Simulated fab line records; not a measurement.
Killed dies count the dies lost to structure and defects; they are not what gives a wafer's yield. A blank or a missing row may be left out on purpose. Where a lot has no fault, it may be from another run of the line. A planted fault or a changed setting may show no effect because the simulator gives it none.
A single fault, viewed from 3 desks || flow n5-finfet || each desk has only its own numbers; what lay behind them comes last

## DESK OF THE TOOL OWNER: epi-rpcvd-02
The tool's own readings at N5_WELL_APT_EPI_41 (deposits Si from SiH4/H2, target thk 50 nm, time 297.7 s): means of the sampled wafers that have a number, for each lot that ran on this tool. Any lot whose mean is over 4 standard deviations away from the usual mean is out of limits and marked OUT; that distance is given in the brackets.
Columns: A = run-length-s at N5_WELL_APT_EPI_41, usual 357.5 s; B = throttle-valve-pct at N5_WELL_APT_EPI_41, usual 11.14 %
{"lot": "L885", "first seen here": "day 1 16:32", "A": 356.7, "B": 11.22}
{"lot": "L887", "first seen here": "day 2 04:32", "A": 356.5, "B": 11.11}
{"lot": "L890", "first seen here": "day 2 22:05", "A": 357.2, "B": 11.19}
{"lot": "L897", "first seen here": "day 4 16:09", "A": "521.1 (+65) OUT", "B": 11.19}
{"lot": "L899", "first seen here": "day 5 04:23", "A": "479.7 (+49) OUT", "B": 10.95}
{"lot": "L901", "first seen here": "day 5 17:37", "A": "479.9 (+49) OUT", "B": 10.94}
Finding of this desk: L897, L899, L901 out of limits; the first was L897 at day 4 16:09, on run-length-s at N5_WELL_APT_EPI_41. Within limits: L885, L887, L890.

## METROLOGY DESK
Means of the sampled wafers that have a number, per lot and without regard to the tool the lot ran on: this is what the gauges read. Any lot whose mean is over 4 standard deviations away from the usual mean is out of limits and marked OUT; that distance is given in the brackets. Readings shown: 7 out of 19 (the first out of limits, and those lying furthest out on some lot).
Columns: A = CJ_N at N5_BEOL_M4_RC_MEAS_101, usual 4.33; B = IOFF_N at N5_BEOL_M4_RC_MEAS_101, usual 0.17 nA/um; C = IOFF_N_85C at N5_BEOL_M4_RC_MEAS_101, usual 3.3 nA/um; D = IOFF_P at N5_BEOL_M4_RC_MEAS_101, usual 0.22 nA/um; E = IOFF_P_85C at N5_BEOL_M4_RC_MEAS_101, usual 3.7 nA/um; F = RS_PWELL at N5_BEOL_M4_RC_MEAS_101, usual 3003 ohm/sq; G = SS_N at N5_BEOL_M4_RC_MEAS_101, usual 71.6 mV/dec
{"lot": "L885", "first seen here": "day 1 20:58", "A": 4.45, "B": 0.13, "C": 2.6, "D": 0.17, "E": 3.1, "F": 3033, "G": 70.9}
{"lot": "L887", "first seen here": "day 2 08:52", "A": 4.37, "B": 0.17, "C": 3.2, "D": 0.19, "E": 3.4, "F": 3005, "G": 71.8}
{"lot": "L889", "first seen here": "day 2 20:47", "A": 4.31, "B": 0.17, "C": 3.2, "D": 0.22, "E": 3.9, "F": 3007, "G": 71.2}
{"lot": "L890", "first seen here": "day 3 02:44", "A": 4.34, "B": 0.17, "C": 3.2, "D": 0.22, "E": 3.8, "F": 3018, "G": 71.6}
{"lot": "L897", "first seen here": "day 4 21:53", "A": "3.11 (-16) OUT", "B": "5.49 (+99 or more) OUT", "C": "55.7 (+99 or more) OUT", "D": "1.05 (+23) OUT", "E": "13.4 (+18) OUT", "F": "2486 (-22) OUT", "G": "101.7 (+49) OUT"}
{"lot": "L899", "first seen here": "day 5 10:14", "A": "3.36 (-13) OUT", "B": "1.09 (+30) OUT", "C": "14.7 (+22) OUT", "D": "0.49 (+7.6) OUT", "E": "7.1 (+6.4) OUT", "F": "2540 (-19) OUT", "G": "82.1 (+17) OUT"}
{"lot": "L901", "first seen here": "day 5 22:07", "A": "3.31 (-14) OUT", "B": "1.09 (+30) OUT", "C": "15.1 (+23) OUT", "D": 0.33, "E": 5.3, "F": "2604 (-17) OUT", "G": "84.9 (+22) OUT"}
{"lot": "L905", "first seen here": "day 6 21:44", "A": 4.33, "B": 0.14, "C": 2.8, "D": 0.19, "E": 3.4, "F": 3030, "G": 71.1}
{"lot": "L906", "first seen here": "day 7 03:25", "A": 4.31, "B": 0.14, "C": 2.8, "D": 0.20, "E": 3.4, "F": 2968, "G": 71.2}
{"lot": "L907", "first seen here": "day 7 09:39", "A": 4.37, "B": 0.18, "C": 3.5, "D": 0.25, "E": 4.3, "F": 3001, "G": 71.9}
This desk reports L897, L899, L901 out of limits; the earliest was L897 at day 11 03:25 (CJ_N at N5_BEOL_M4_RC_MEAS_101). Within limits: L885, L887, L889, L890, L905, L906, L907.

## THE DEFECT DESK
Counts from the inspections along the route, per lot, as means over the sampled wafers that have a number. Any lot whose mean is over 4 standard deviations away from the usual mean is out of limits and marked OUT; that distance is given in the brackets.
Columns: A = raw-defect-count at N5_START_INSPECT_01, usual 5.9
{"lot": "L885", "first seen here": "day 1 12:02", "A": 5.0}
{"lot": "L887", "first seen here": "day 2 00:02", "A": 4.7}
{"lot": "L889", "first seen here": "day 2 12:02", "A": 6.3}
{"lot": "L890", "first seen here": "day 2 18:02", "A": 6.0}
{"lot": "L897", "first seen here": "day 4 12:02", "A": 7.3}
{"lot": "L899", "first seen here": "day 5 00:02", "A": 8.5}
{"lot": "L901", "first seen here": "day 5 12:02", "A": 9.5}
{"lot": "L905", "first seen here": "day 6 12:02", "A": 6.3}
{"lot": "L906", "first seen here": "day 6 18:02", "A": 7.5}
{"lot": "L907", "first seen here": "day 7 00:02", "A": 5.3}
This desk's finding: nothing out of limits on any of the 10 lots.

## PUT TOGETHER
At day 4 16:09, on L897, L899, L901, the tool owner's desk was in a position to raise an alarm.
An alarm was possible from the metrology desk at day 11 03:25, on L897, L899, L901.
Nothing the defect desk looked at was out of limits.
The defect desk has L897, L899, L901 on record, within its limits.
N5_WELL_APT_EPI_41 was run on epi-rpcvd-02 by each of the lots named.

## WHAT THE SIMULATOR HAD PUT IN
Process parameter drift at N5_WELL_APT_EPI_41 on epi-rpcvd-02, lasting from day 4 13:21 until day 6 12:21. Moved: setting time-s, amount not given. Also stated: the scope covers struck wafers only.
Shown lots that were struck: L897, L899, L901.
Delay (hours) between the fault's onset and each desk's first out-of-limits reading: 3 at the tool owner's desk, 158 at the metrology desk.
